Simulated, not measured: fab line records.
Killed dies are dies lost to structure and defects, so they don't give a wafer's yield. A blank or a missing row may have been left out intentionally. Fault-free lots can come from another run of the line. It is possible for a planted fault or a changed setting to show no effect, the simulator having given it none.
Which tool did it? ; flow n5 finfet ; 72 wafers sampled from 24 lots at 1 step of a route of 1938

== WHAT THE GAUGES SHOWED, per wafer ==
N5_BEOL_M1_CD_MEAS_35: target cd 18 nm, target cd y 21 nm.
lot;measured;on;cd nm (nm)
L074;day 6 09:27;cd sem-03;18.2 17.9 18.0
L075;day 6 12:28;cd sem-01;18.3 18.1 18.0
L077;day 6 17:50;cd sem-01;18.3 18.3 17.9
L076;day 6 20:04;cd sem-03;17.3 17.9 18.2
L078;day 7 07:24;cd sem-03;17.6 18.1 18.4
L079;day 7 09:56;cd sem-02;17.9 18.5 17.7
L080;day 7 10:27;cd sem-03;18.6 17.9 18.1
L081;day 7 19:39;cd sem-02;17.3 17.9 18.5
L082;day 8 01:29;cd sem-01;18.3 18.2 18.1
L083;day 8 09:52;cd sem-02;18.1 18.1 17.8
L086;day 9 02:29;cd sem-02;18.4 18.1 18.5
L084;day 9 02:34;cd sem-01;18.3 18.3 18.4
L085;day 9 02:51;cd sem-02;17.5 17.9 18.0
L087;day 9 15:26;cd sem-02;18.1 18.0 18.3
L088;day 9 17:17;cd sem-02;17.5 18.4 18.5
L089;day 9 23:31;cd sem-03;18.2 17.6 17.6
L090;day 10 05:34;cd sem-01;18.4 17.8 17.8
L091;day 10 08:43;cd sem-01;18.0 17.7 17.9
L093;day 10 22:15;cd sem-03;17.5 18.1 18.3
L092;day 11 03:43;cd sem-02;18.4 17.8 18.1
L094;day 11 07:29;cd sem-01;18.0 18.2 17.9
L095;day 12 05:57;cd sem-03;18.0 17.6 18.0
L096;day 12 11:14;cd sem-03;17.5 17.4 17.3
L097;day 12 11:22;cd sem-03;18.3 17.7 18.5

== EACH LOT AND THE TOOL THAT RAN IT (in order: tool; ch and the chambers of the sampled wafers; start) ==
No process step before these readings appears in the record.

== AS READ BY THE TOOLS THEMSELVES (means over the sampled wafers that have a number; for cases with no such wafer, the mark the record gives instead) ==
The record holds no such reading with a usual standard deviation.

== THE ANSWER, worked out from the rows above alone ==
Rule: what is usual is taken from the lots themselves. The widest of any qualifying gaps counts: lots, ordered by their means at a reading, are off when they make up no more than a third of the lots, leave a main group of 4 or more, and stand apart from it by 3 or more times the standard deviation of that group's means. If all means in a main group match to the digits the tables above print for the reading, that group is not used. Also off: a lot with no number at a reading for which 4 or more lots have one. Where the step has rows for the other lots, those lots are counted as sound. Order of review: gauges by route order, followed by the tools' own readings, for which a lot's mean as printed above is used. At the first step where some lot is off, the reading lying furthest off is the one used; lots without a number count as furthest.
None of the lots is off at any reading shown; this tells nothing.

== WHAT THE SIMULATOR PUT IN ==
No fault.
